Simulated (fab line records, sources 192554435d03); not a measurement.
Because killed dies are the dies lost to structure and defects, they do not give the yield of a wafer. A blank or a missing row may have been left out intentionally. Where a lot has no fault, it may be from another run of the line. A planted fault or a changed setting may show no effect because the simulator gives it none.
Comparing a struck lot with a sound one | flow n5_finfet | 26 steps out of a route of 1938
Sound: these wafers, L435.3, L435.4, L435.6. Wafers struck: L442.1, L442.2, L442.6. Last of all comes the cause.
Each step with rows lists, per side, the tool, then ch with its chambers, then its first start. Under that, the readings that differ: sound wafers | struck wafers | difference of the means | sigmas: that difference in standard deviations of wafers without a fault.
alike: same words and numbers on both sides, and readings whose means sit less than 2 such deviations apart. not compared: any withheld reading, any reading some wafer has no value for, any bound like >300 that may hide the same value, and any number with overlapping values for which the record gives no deviation.
Wherever a step has rows on one side only, a row that says differs or no value, or a row with sigmas, the two part there. When numbers do not overlap yet have no deviation, they are printed without sigmas and do not part them. A reading missing from all wafers of one side parts the sides only when that side holds two or more wafers.

first, 9 steps without rows for these wafers: N5_FIN_SAQP_COAT_49 (time 60 s, resist thk 100 nm); N5_FIN_SAQP_COAT_50 (time 60 s, resist thk 35 nm); N5_FIN_SAQP_COAT_10 (resist thk 90 nm); N5_FIN_SAQP_EBR_12; N5_FIN_SAQP_SOFTBAKE_11 (time 60 s); N5_FIN_SAQP_EXPOSE_13 (exposes mask FIN CORE, target cd 35.6 nm); N5_FIN_SAQP_PEB_14 (peb time 60 s); N5_FIN_SAQP_DEVELOP_15 (develop time 30 s); N5_FIN_SAQP_DESCUM_21 (chemistry O2, time 7.9 s).
N5_FIN_SAQP_ETCH_51: etches SiARC in CF4, target depth 45.5 nm, time 75.8 s.
  sound on rie_diel-03 ch 0,2,3, day 2 22:23; struck on rie_diel-03 ch 1,2,3, day 4 16:23
  no value came back on the struck wafers for any of 8 readings (bias_w (W), cf4_flow_sccm (sccm) and others); on the sound wafers bias_w (W) reads 36.06 36.07 35.80
  reading                                       | sound             | struck           | difference | sigmas
  model.CAR-ArF_of_FIN_SAQP_COAT_10.thk_nm (nm) | 50.58 50.33 50.69 | 83.36 83.7 83.32 | +32.93     |
  not compared: rf_hours_counter_h
N5_FIN_SAQP_ETCH_52: etches SOC in N2/H2, target depth 100 nm, overetch 20 nm, time 150 s.
  sound on rie_diel-03 ch 0,2,3, day 2 22:26; struck on rie_diel-03 ch 1,2,3, day 4 16:27
  reading               | sound          | struck         | difference | sigmas
  oes_product_au (a.u.) | 0.72 0.67 0.71 | 0.30 0.30 0.26 | -0.41      | -6
  alike: bias_w, chamber_pressure_mTorr, drypump_motor_current_A, rf_vpp_V, showerhead_plenum_p_Torr, throttle_valve_pct
  not compared: rf_hours_counter_h
then, 1 step without rows for these wafers: N5_FIN_SAQP_STRIP_53 (strips in N2/H2).
N5_FIN_SAQP_HM_OPEN_73: chemistry CHF3/O2, target SiO2, stops on a-Si, target depth 12 nm, time 16.8 s.
  sound on rie_diel-03 ch 0,2,3, day 2 22:32; struck on rie_diel-03 ch 1,2,3, day 4 16:34
  reading               | sound          | struck         | difference | sigmas
  oes_product_au (a.u.) | 0.49 0.45 0.48 | 0.29 0.30 0.26 | -0.19      | -4
  alike: bias_w, drypump_motor_current_A, oes_ar_750_au, rf_vpp_V, showerhead_plenum_p_Torr, throttle_valve_pct
  not compared: rf_hours_counter_h
then, 1 step without rows for these wafers: N5_FIN_SAQP_STRIP_74 (strips in CHF3/O2).
N5_FIN_SAQP_MANDREL_ETCH_22: etches a-Si in HBr/Cl2, stops on SiNx, target depth 60 nm, bt time 10 s, time 30 s.
  sound on rie_si-06 ch 0,2, day 2 22:38; struck on rie_si-06 ch 1,2,3, day 4 16:38
  reading                | sound             | struck            | difference | sigmas
  oes_product_au (a.u.)  | 0.756 0.762 0.761 | 0.303 0.304 0.307 | -0.455     | -38
  throttle_valve_pct (%) | 35.34 35.57 35.33 | 36.31 36.12 36.42 | +0.87      | +5
  alike: HBr_flow_sccm, bias_w, drypump_motor_current_A
  not compared: rf_hours_counter_h
then, 5 steps without rows for these wafers: N5_FIN_SAQP_STRIP_55 (strips in N2/H2); N5_FIN_SAQP_STRIP_23 (strips in SPM, time 750 s); N5_FIN_SAQP_SRD_66 (time 30 s); N5_FIN_SAQP_RECESS_75 (chemistry HF/NH3, target SiO2, target depth 14.4 nm, afs cycles 3, sublimation time 60 s); N5_FIN_SAQP_SPACER1_ALD_24 (deposits SiO2, target thk 20.3 nm, pulse time 1 s, purge time 2 s).
N5_FIN_SAQP_SPACER1_ETCHBACK_25: etches SiO2 in CHF3/O2, target depth 24.4 nm, time 12.2 s.
  sound on rie_diel-03 ch 1,3, day 3 00:22; struck on rie_diel-06 ch 2,3, day 4 18:27
  reading               | sound          | struck         | difference | sigmas
  oes_product_au (a.u.) | 0.69 0.81 0.70 | 0.26 0.27 0.27 | -0.47      | -6
  alike: bias_w, drypump_motor_current_A, oes_ar_750_au, rf_vpp_V, showerhead_plenum_p_Torr, throttle_valve_pct
  not compared: rf_hours_counter_h
N5_FIN_SAQP_MANDREL1_REMOVE_56: chemistry HBr/Cl2/O2, target a-Si, stops on SiNx, bt time 10 s.
  sound on rie_si-03 ch 0,1,3, day 3 00:28; struck on rie_si-03 ch 1,2,3, day 4 18:32
  reading               | sound             | struck            | difference | sigmas
  oes_product_au (a.u.) | 0.996 0.980 1.009 | 0.371 0.376 0.370 | -0.623     | -52
  alike: bias_w, drypump_motor_current_A, throttle_valve_pct
  not compared: rf_hours_counter_h
N5_FIN_SAQP_CD_MEAS_27: target cd 20 nm.
  sound on cd_sem-01 ch 0, day 3 00:35; struck on cd_sem-03 ch 0, day 4 18:39
  reading    | sound             | struck | difference                    | sigmas
  cd_nm (nm) | 20.14 20.43 20.20 | - - -  | no value on the struck wafers |
then, 1 step without rows for these wafers: N5_FIN_SAQP_ETCH_57 (etches SiNx in CH3F/O2, target depth 32.5 nm, time 46.4 s).
N5_BEOL_M4_RC_MEAS_101:
  the record has rows for the sound wafers here (prober-02 ch 0, day 9 12:08) and none for the struck ones
-- the record jumps here: 11 days lie between the struck wafers' starts before and after (it left off in module BEOL_M4 and takes up again in module PASSIVATION, whose first step shown is number 1936 of the route) --
N5_PASSIVATION_PROBE_49:
  record: rows for the struck wafers here (prober-01, day 15 18:20), none for the sound ones

== WHERE THEY PART ==
First at N5_FIN_SAQP_ETCH_51; last, within this record, at N5_PASSIVATION_PROBE_49.

WHY: whatever the simulator had introduced
At N5_FIN_SAQP_ETCH_51, the step was skipped entirely on rie_diel-03 from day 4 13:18 on. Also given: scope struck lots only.
